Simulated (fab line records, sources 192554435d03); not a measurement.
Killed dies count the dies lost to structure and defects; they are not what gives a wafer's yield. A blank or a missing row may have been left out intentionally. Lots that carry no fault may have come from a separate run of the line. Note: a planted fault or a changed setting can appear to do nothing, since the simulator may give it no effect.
Split-lot study + flow n5Finfet + route with 1938 steps; 7 lots, 21 wafers read

== ABOUT THE SPLIT ==
At N5_BEOL_M7_ILD_DEP_00 (deposits SiCOH lowk from DEMS/porogen, target thk 179.75 nm, time 33.4 s), the setting timeS was moved away from the recipe's 33.4 s on 6 of the 21 wafers read, by -12.6% to +12.7%. All remaining wafers had this setting at the recipe value.

== FROM SPLIT TO READING: 1 step shown by the file between the two ==
- N5_BEOL_M7_CURE_74: cures SiCOH lowk, time 240 s

== THE READING ==
M7_ILD_THK, in nm, at N5_BEOL_M7_THK_MEAS_01. On this fab line, fault-free wafers typically give 155.7 nm with a standard deviation of 2.5 nm.

| wafer  | tool, chamber at the split | timeS as run, s | against the recipe | M7_ILD_THK, nm | against lot-mates on the recipe |
|--------|----------------------------|-----------------|--------------------|----------------|---------------------------------|
| L078.3 | pecvd-03, 2                | 29.18           | -12.6%             | 134.6          | -24.1                           |
| L078.4 | pecvd-03, 0                | 33.4            | recipe             | 158.7          | -                               |
| L078.6 | pecvd-03, 1                | 29.18           | -12.6%             | 135.1          | -23.6                           |
| L079.1 | pecvd-02, 2                | 33.4            | recipe             | 156.3          | -                               |
| L079.3 | pecvd-02, 0                | 33.4            | recipe             | 156.6          | -                               |
| L079.5 | pecvd-02, 2                | 36.65           | +9.7%              | 172.5          | +16.1                           |
| L083.2 | pecvd-02, 2                | 33.4            | recipe             | 156.5          | -                               |
| L083.5 | pecvd-02, 0                | 33.4            | recipe             | 158.3          | -                               |
| L083.6 | pecvd-02, 1                | 30.87           | -7.6%              | 144.5          | -12.9                           |
| L084.2 | pecvd-03, 1                | 37.63           | +12.7%             | 171.7          | +14.6                           |
| L084.3 | pecvd-03, 2                | 37.63           | +12.7%             | 175.3          | +18.2                           |
| L084.4 | pecvd-03, 0                | 33.4            | recipe             | 157.1          | -                               |
| L085.1 | pecvd-03, 0                | 33.4            | recipe             | 156.0          | -                               |
| L085.5 | pecvd-03, 2                | 33.4            | recipe             | 160.6          | -                               |
| L085.6 | pecvd-03, 0                | 33.4            | recipe             | 159.8          | -                               |
| L088.1 | pecvd-02, 1                | 33.4            | recipe             | 150.7          | -                               |
| L088.3 | pecvd-02, 2                | 33.4            | recipe             | 152.3          | -                               |
| L088.5 | pecvd-02, 0                | 33.4            | recipe             | 154.8          | -                               |
| L087.1 | pecvd-03, 1                | 33.4            | recipe             | 153.4          | -                               |
| L087.2 | pecvd-03, 0                | 33.4            | recipe             | 152.6          | -                               |
| L087.3 | pecvd-03, 2                | 33.4            | recipe             | 153.3          | -                               |

THE FIT
A straight line over all 21 wafers: M7_ILD_THK changes by +1.55 nm for each +1% of timeS; r = +0.97; the points scatter about the line by 2.7 nm.
The same after taking each lot's own level away (the mean of its wafers on the recipe; 21 wafers): +1.61 nm for each +1%; r = +0.98; scatter 2 nm.
Per that fit: largest timeS move, reading shift of 20 nm.
Across the lots, their own levels run from 152.60 to 158.80 nm, a range of 2.5 times the standard deviation given above.
The two slopes agree, so the slope changes little with the lot-to-lot level.
Check: with one of the wafers moved furthest among these (+12.7%) left out of the fit, the line predicts +21.3 nm for it against its lot-mates. It came out at +14.6 nm against them.

== THE OTHER SPLITS THESE WAFERS WENT THROUGH ==
Other splits were also applied to these wafers ahead of the reading. Each is held against what the fit with the lots' levels taken away leaves over:
| other split on the same wafers | wafers away from the commonest value | r with M7_ILD_THK (lot level and that fit taken away) |
|--------------------------------|--------------------------------------|-------------------------------------------------------|
| N5_BEOL_M5_COAT_22 spinRpm     | 8                                    | -0.15                                                 |
| N5_BEOL_M6_PECVD_70 tempC      | 5                                    | -0.12                                                 |
| N5_BEOL_M6_EXPOSE_08 doseMj    | 8                                    | +0.34                                                 |

== THE WHOLE CHAIN: every reading that the file lists as answering this split, in the file's order ==
| step                   | what it does                                                             | reading                                                                                 | change (the file's fit)              | r (the file's) |
|------------------------|--------------------------------------------------------------------------|-----------------------------------------------------------------------------------------|--------------------------------------|----------------|
| N5_BEOL_M7_ILD_DEP_00  | deposits SiCOH lowk from DEMS/porogen, target thk 179.75 nm, time 33.4 s | SiCOH_lowk_of_BEOL_M7_ILD_DEP_00.thkNm (the simulator's own value, which no gauge read) | +1.84 nm for each +1% of the setting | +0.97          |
| N5_BEOL_M7_CURE_74     | cures SiCOH lowk, time 240 s                                             | SiCOH_lowk_of_BEOL_M7_ILD_DEP_00.thkNm (the simulator's own value, which no gauge read) | +1.61 nm for each +1% of the setting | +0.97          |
| N5_BEOL_M7_THK_MEAS_01 |                                                                          | M7_ILD_THK                                                                              | +1.61 for each +1% of the setting    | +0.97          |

== THE FILE'S OWN FIT ==
M7_ILD_THK changes by +1.61 nm for each +1% of timeS, r = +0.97.
